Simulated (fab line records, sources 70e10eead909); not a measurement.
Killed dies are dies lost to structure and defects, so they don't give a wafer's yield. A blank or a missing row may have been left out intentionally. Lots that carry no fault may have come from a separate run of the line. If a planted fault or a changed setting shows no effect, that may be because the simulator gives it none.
Which tool did it?	flow nand harc	14 lots with 42 wafers sampled at 5 steps, on a route of 1302 steps

## WHAT EACH GAUGE READ, for each wafer
NHARC_P_BONDPAD_THK_MEAS_20: measures by xrf. Usual: thk nm reads 160.7 nm (standard deviation 1.3).
lot	measured	on	thk nm (nm)	flag
L933	day 6 22:44	film metro-02	160.6 161.4 160.2	
L934	day 7 06:42	film metro-02	158.5 160.1 161.0	
L935	day 7 10:50	film metro-01	160.2 158.7 160.7	
L936	day 8 00:52	film metro-02	161.1 161.1 161.6	
L938	day 9 03:02	film metro-02	159.0 157.4 160.1	
L939	day 9 05:58	film metro-02	162.3 160.0 160.1	
L942	day 10 13:59	film metro-02	157.7 162.2 161.0	
L943	day 10 14:28	film metro-01	160.2 160.8 162.1	
L944	day 11 06:25	film metro-01	161.4 159.5 161.6	
L945	day 11 15:13	film metro-01	161.5 162.1 160.5	
L946	day 12 03:08	film metro-01	161.9 159.8 162.4	
L948	day 12 18:48	film metro-02	159.5 160.5 159.2	
L949	day 13 09:02	film metro-02	160.6 160.7 159.0	
L950	day 13 23:13	film metro-01	160.9 161.7 163.6	

NHARC_A_SOURCE_PLATE_THK_MEAS_06: measures by ellipsometry. Usual: thk nm reads 199.2 nm (standard deviation 1.9).
lot	measured	on	thk nm (nm)	flag
L933	day 8 00:26	film metro-02	200.8 201.3 199.7	
L934	day 8 05:47	film metro-01	199.5 199.4 199.7	
L935	day 8 09:58	film metro-01	200.6 200.4 199.3	
L936	day 8 23:47	film metro-02	198.5 198.4 198.0	
L938	day 10 06:06	film metro-01	199.0 198.2 198.1	
L939	day 10 06:06	film metro-02	199.4 200.4 202.0	
L942	day 11 15:26	film metro-01	201.0 199.8 198.8	
L943	day 11 15:26	film metro-02	199.8 201.1 201.0	
L944	day 12 05:15	film metro-02	199.9 198.7 198.9	
L945	day 12 14:36	film metro-02	198.8 199.5 196.7	
L946	day 13 02:57	film metro-01	200.9 201.0 198.5	
L948	day 13 18:02	film metro-01	199.3 199.5 200.9	
L949	day 14 13:14	film metro-02	201.6 200.9 201.5	
L950	day 14 21:56	film metro-02	196.3 195.3 198.6	

NHARC_A_ONON_D1_THK_MEAS_05: measures by ellipsometry. Usual: thk nm reads 997 nm (standard deviation 12).
lot	measured	on	thk nm (nm)	flag
L933	day 8 01:40	film metro-01	1001 1002 1002	
L934	day 8 07:03	film metro-02	1000 999 999	
L935	day 8 11:10	film metro-01	991 987 988	
L936	day 9 01:01	film metro-02	1001 1001 1003	
L938	day 10 07:19	film metro-01	998 999 997	
L939	day 10 07:18	film metro-02	1002 1002 1001	
L942	day 11 16:39	film metro-01	997 998 998	
L943	day 11 16:38	film metro-02	1002 1003 1002	
L944	day 12 06:30	film metro-02	991 991 993	
L945	day 12 15:49	film metro-01	1022 1020 1022	
L946	day 13 04:10	film metro-01	975 977 976	
L948	day 13 19:15	film metro-02	995 996 995	
L949	day 14 14:29	film metro-01	1022 576 1024	OFF
L950	day 14 23:14	film metro-02	544 991 993	OFF

## WHAT TOOL EACH LOT RAN ON (gives the tool, then ch and the chambers of the sampled wafers, and finally the start)
lot	NHARC_A_ZERO_WELL_ETCH_19	NHARC_A_ONON_D1_DEP_03
L933	rie diel-05 ch 2,3, day 7 00:29	pecvd onon-02 ch 0, day 8 01:13
L934	rie diel-05 ch 0,2,3, day 7 08:22	pecvd onon-02 ch 0, day 8 06:32
L935	rie diel-12 ch 0,2,3, day 7 12:39	pecvd onon-02 ch 0, day 8 10:39
L936	rie diel-12 ch 1,2,3, day 8 02:37	pecvd onon-03 ch 0, day 9 00:34
L938	rie diel-05 ch 0,3, day 9 04:47	pecvd onon-04 ch 0, day 10 06:48
L939	rie diel-05 ch 0,2,3, day 9 07:38	pecvd onon-02 ch 0, day 10 06:47
L942	rie diel-12 ch 1,2,3, day 10 15:38	pecvd onon-04 ch 0, day 11 16:12
L943	rie diel-12 ch 1,2, day 10 16:16	pecvd onon-02 ch 0, day 11 16:08
L944	rie diel-05 ch 1,2,3, day 11 08:13	pecvd onon-04 ch 0, day 12 05:59
L945	rie diel-12 ch 2,3, day 11 16:58	pecvd onon-03 ch 0, day 12 15:22
L946	rie diel-05 ch 0,1,2, day 12 04:55	pecvd onon-04 ch 0, day 13 03:39
L948	rie diel-04 ch 0,1,3, day 12 20:28	pecvd onon-02 ch 0, day 13 18:51
L949	rie diel-05 ch 0,1,3, day 13 10:49	pecvd onon-03 ch 0, day 14 14:02
L950	rie diel-12 ch 1,3, day 14 00:59	pecvd onon-03 ch 0, day 14 22:44
- NHARC_A_ZERO_WELL_ETCH_19: etches the open film in N2/H2, target depth 80 nm, overetch 24 nm, time 87.88 s.
- NHARC_A_ONON_D1_DEP_03: target thk 1000 nm.

## AS READ BY THE TOOLS THEMSELVES (means over the sampled wafers that have a number; for cases with no such wafer, the mark the record gives instead)
NHARC_A_ZERO_WELL_ETCH_19. Usual: drypump motor current A 5.9 A, standard deviation 0.55; oes product au 1.002 a.u., standard deviation 0.0082; rf vpp V 430.1 V, standard deviation 1.7; showerhead plenum p Torr 2.02 Torr, standard deviation 0.06; throttle valve pct 14.172 %, standard deviation 0.0094.
lot	tool	drypump motor current A (A)	oes product au (a.u.)	rf vpp V (V)	showerhead plenum p Torr (Torr)	throttle valve pct (%)	flag
L933	rie diel-05	5.5	1.004	428.5	1.97	14.172	
L934	rie diel-05	6.1	1.011	430.4	2.00	14.173	
L935	rie diel-12	6.0	0.993	432.0	2.08	14.178	
L936	rie diel-12	5.9	0.995	433.0	2.11	14.174	
L938	rie diel-05	5.8	1.010	429.0	1.97	14.164	
L939	rie diel-05	6.1	1.013	429.9	2.00	14.167	
L942	rie diel-12	6.0	0.993	432.4	2.10	14.174	
L943	rie diel-12	5.7	0.986	432.0	2.12	14.176	
L944	rie diel-05	5.8	1.005	428.7	2.00	14.168	
L945	rie diel-12	6.2	1.005	431.9	2.09	14.182	
L946	rie diel-05	6.3	1.001	430.8	2.03	14.166	
L948	rie diel-04	5.2	0.998	429.3	1.96	14.180	
L949	rie diel-05	6.1	1.014	430.0	1.99	14.168	
L950	rie diel-12	6.3	0.998	433.3	2.13	14.175	

## THE ANSWER, worked out from the rows above alone
Rule: take the mean of a lot's wafers that have a number; if it is more than 3 standard deviations from the usual mean, the lot is off. A lot without any number at a reading at which 4 lots or more have one is off too. All remaining lots with rows at the step are treated as sound. Order of review: gauges by route order, followed by the tools' own readings, for which a lot's mean as printed above is used. At the first step where some lot is off, the reading lying furthest off is the one used; lots without a number count as furthest.
Off, at NHARC_A_ONON_D1_THK_MEAS_05 on thk nm: L949, L950.
A tool fits if, at a process step before that reading, it ran every lot that is off, and no sound lot after the first of them. The gauges at NHARC_A_ONON_D1_THK_MEAS_05 are tried like those tools. One candidate fits, namely pecvd onon-03 at NHARC_A_ONON_D1_DEP_03. A fault onset in the window from L945 (day 12 15:22, its last sound lot) to L949 (day 14 14:02, its first lot off) fits.

## WHAT HAD BEEN PUT IN BY THE SIMULATOR
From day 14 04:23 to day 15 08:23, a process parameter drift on pecvd onon-03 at NHARC_A_ONON_D1_DEP_03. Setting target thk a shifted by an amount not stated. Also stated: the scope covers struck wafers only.
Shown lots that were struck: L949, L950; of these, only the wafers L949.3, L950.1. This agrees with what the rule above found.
